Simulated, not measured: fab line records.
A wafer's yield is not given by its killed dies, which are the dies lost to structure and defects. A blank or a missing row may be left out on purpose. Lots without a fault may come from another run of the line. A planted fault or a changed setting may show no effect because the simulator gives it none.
Comparing a struck lot with a sound one | flow n5-finfet | 14 out of 1938 route steps
Sound: these wafers, L161.2, L161.5, L161.6. Wafers struck: L157.2, L157.5, L157.6. At the end, the cause is stated.
At each step with rows: each side's tool, then ch and its chambers, then its first start. Under that, the readings that differ: sound wafers | struck wafers | difference of the means | sigmas: that difference in standard deviations of wafers without a fault.
alike: readings whose means differ by less than 2 such deviations, and words and numbers that are the same on both sides. not compared: withheld readings, readings that some wafer has no value for, bounds like >300 that may hide the same value, and numbers for which the record gives no deviation and whose values overlap.
The two part at a step that has a row with sigmas, a row that says differs or no value, or rows on one side only. Numbers that have no deviation but don't overlap get no sigmas and don't part them. A reading missing from all wafers of one side parts the sides only when that side holds two or more wafers.

first, 4 steps without rows for these wafers: N5_WELL_APT_OXIDE_STRIP_42 (strips SiO2 in dHF, time 45 s, target depth 12 nm); N5_WELL_APT_PRECLEAN_36 (cleans in O3/DIW, time 45 s); N5_WELL_APT_PRECLEAN_39 (cleans in dHF, time 60 s); N5_WELL_APT_SRD_37 (time 30 s).
N5_WELL_APT_EPI_41: deposits Si from SiH4/H2, target thk 50 nm, time 297.7 s.
  sound on epi-rpcvd-02 ch 0, day 6 04:19; struck on epi-rpcvd-02 ch 0, day 5 04:30
  alike: throttle-valve-pct
N5_WELL_APT_INSPECT_38: inspects for defects (darkfield).
  sound on defect-inspect-02, day 6 05:01; struck on defect-inspect-02, day 5 05:25
  alike: raw-defect-count
N5_PMOS_HMC_CHANNEL_EPI_HM_DEP_34: deposits SiO2 from TEOS/O2, target thk 36 nm, time 6.9 s.
  sound on pecvd-01 ch 0,1,2, day 6 05:03; struck on pecvd-01 ch 0,2, day 5 05:28
  alike: heater-power-w, rf-fwd-power-W, showerhead-plenum-p-Torr, throttle-valve-pct
then, 5 steps without rows for these wafers: N5_PMOS_HMC_CHANNEL_EPI_COAT_31 (time 60 s, resist thk 66 nm); N5_PMOS_HMC_CHANNEL_EPI_COAT_03 (resist thk 205 nm); N5_PMOS_HMC_CHANNEL_EPI_EBR_05; N5_PMOS_HMC_CHANNEL_EPI_SOFTBAKE_04 (time 60 s); N5_PMOS_HMC_CHANNEL_EPI_EXPOSE_06 (exposes mask PMOS HMC BLK, target cd 240 nm).
N5_PMOS_HMC_CHANNEL_EPI_PEB_07: peb time 60 s.
  struck on litho-track-05, day 5 05:48; sound on litho-track-03 ch 0, day 6 05:23
  no value came back on the struck wafers for any of 5 readings (chill-plate-temp-C (C), exhaust-pa (Pa) and others); on the sound wafers chill-plate-temp-C (C) reads 23.03 23.27 22.92
then, 1 step without rows for these wafers: N5_PMOS_HMC_CHANNEL_EPI_DEVELOP_08 (develop time 30 s).

WHERE THEY PART
Only at N5_PMOS_HMC_CHANNEL_EPI_PEB_07, as far as this record shows.

WHY: whatever the simulator had introduced
Skipped step whole: litho-track-05, from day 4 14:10 on, at N5_PMOS_HMC_CHANNEL_EPI_PEB_07. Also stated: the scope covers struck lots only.
